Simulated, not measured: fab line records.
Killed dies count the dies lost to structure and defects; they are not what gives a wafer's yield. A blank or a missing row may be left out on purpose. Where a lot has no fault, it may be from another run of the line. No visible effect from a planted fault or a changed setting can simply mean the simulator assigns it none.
Split-lot study    flow n5Finfet    21 wafers read from 7 lots, route of 1938 steps

THE SPLIT
At N5_BEOL_M10_COAT_05 (resist thk 90 nm), the setting spinRpm was moved away from the recipe's 1500 rpm on 8 of the 21 wafers read, by -9.1% to +7.8%. All remaining wafers had this setting at the recipe value.

FROM THE SPLIT TO THE READING: what the file shows between them, 3 steps
- N5_BEOL_M10_EXPOSE_08: exposes mask M10 (also split here: doseMj)
- N5_BEOL_M10_PEB_09: peb time 60 s
- N5_BEOL_M10_DEVELOP_10: develop time 30 s

THE READING
CAR-ArF_of_BEOL_M10_COAT_05.thkNm (the simulator's own value, which no gauge read), in nm, at N5_BEOL_M10_DESCUM_16 (chemistry O2, time 7.9 s). The file does not state a usual value for it. Average 83.5 nm, standard deviation 0.15 nm, over the 13 wafers here run with the recipe.

wafer   tool, chamber at the split  spinRpm as run, rpm  against the recipe  CAR-ArF_of_BEOL_M10_COAT_05.thkNm, nm  against lot-mates on the recipe
L074.2  lithoTrack-01, 0            1500                 recipe              83.6                                   -
L074.3  lithoTrack-01, 0            1500                 recipe              83.4                                   -
L074.4  lithoTrack-01, 0            1570                 +4.7%               81.8                                   -1.7
L075.4  lithoTrack-01, 0            1500                 recipe              83.6                                   -
L075.5  lithoTrack-01, 0            1500                 recipe              83.4                                   -
L075.6  lithoTrack-01, 0            1500                 recipe              83.4                                   -
L078.1  lithoTrack-05, 0            1617                 +7.8%               80.4                                   -3.2
L078.2  lithoTrack-05, 0            1500                 recipe              83.6                                   -
L078.5  lithoTrack-05, 0            1617                 +7.8%               80.2                                   -3.4
L080.2  lithoTrack-01, 0            1500                 recipe              83.4                                   -
L080.5  lithoTrack-01, 0            1371                 -8.6%               87.4                                   +4.0
L080.6  lithoTrack-01, 0            1371                 -8.6%               87.8                                   +4.4
L086.2  lithoTrack-05, 0            1500                 recipe              83.8                                   -
L086.3  lithoTrack-05, 0            1500                 recipe              83.6                                   -
L086.5  lithoTrack-05, 0            1500                 recipe              83.4                                   -
L092.1  lithoTrack-05, 0            1364                 -9.1%               87.8                                   +4.2
L092.5  lithoTrack-05, 0            1500                 recipe              83.6                                   -
L092.6  lithoTrack-05, 0            1500                 recipe              83.6                                   -
L093.1  lithoTrack-03, 0            1428                 -4.8%               85.6                                   +2.4
L093.2  lithoTrack-03, 0            1500                 recipe              83.2                                   -
L093.6  lithoTrack-03, 0            1428                 -4.8%               85.8                                   +2.6

THE FIT
A straight line over all 21 wafers: CAR-ArF_of_BEOL_M10_COAT_05.thkNm changes by -0.446 nm for each +1% of spinRpm; r = -1.00; the points scatter about the line by 0.2 nm.
The same after taking each lot's own level away (the mean of its wafers on the recipe; 21 wafers): -0.458 nm for each +1%; r = -1.00; scatter 0.19 nm.
The reading moves by 4.2 nm for the largest change in spinRpm, on that fit.
Across the lots, their own levels run from 83.20 to 83.60 nm, a range of 2.7 times the standard deviation given above.
Hence the lot-to-lot level has little effect on the slope; both slopes agree.
Check: for one of the wafers moved furthest among these (-9.1%), held out of the fit, the line's prediction against its lot-mates is +4.27 nm. It came out at +4.2 nm against them.

OTHER SPLITS ON THESE WAFERS
Note: prior to the reading, these wafers also went through further splits. Each is held against what the fit with the lots' levels taken away leaves over:
other split on the same wafers  wafers away from the commonest value  r with CAR-ArF_of_BEOL_M10_COAT_05.thkNm (lot level and that fit taken away)
N5_BEOL_M10_EXPOSE_08 doseMj    6                                     -0.01

THE WHOLE CHAIN: every reading that the file lists as answering this split, in the file's order
step                    what it does              reading                                                                             change (the file's fit)                r (the file's)
N5_BEOL_M10_COAT_05     resist thk 90 nm          CAR-ArF_of_BEOL_M10_COAT_05.thkNm (the simulator's own value, which no gauge read)  -0.454 nm for each +1% of the setting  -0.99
N5_BEOL_M10_DEVELOP_10  develop time 30 s         CAR-ArF_of_BEOL_M10_COAT_05.thkNm (the simulator's own value, which no gauge read)  -0.444 nm for each +1% of the setting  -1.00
N5_BEOL_M10_DESCUM_16   chemistry O2, time 7.9 s  CAR-ArF_of_BEOL_M10_COAT_05.thkNm (the simulator's own value, which no gauge read)  -0.458 nm for each +1% of the setting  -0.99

FILE'S OWN FIT
CAR-ArF_of_BEOL_M10_COAT_05.thkNm changes by -0.458 nm for each +1% of spinRpm, r = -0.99.
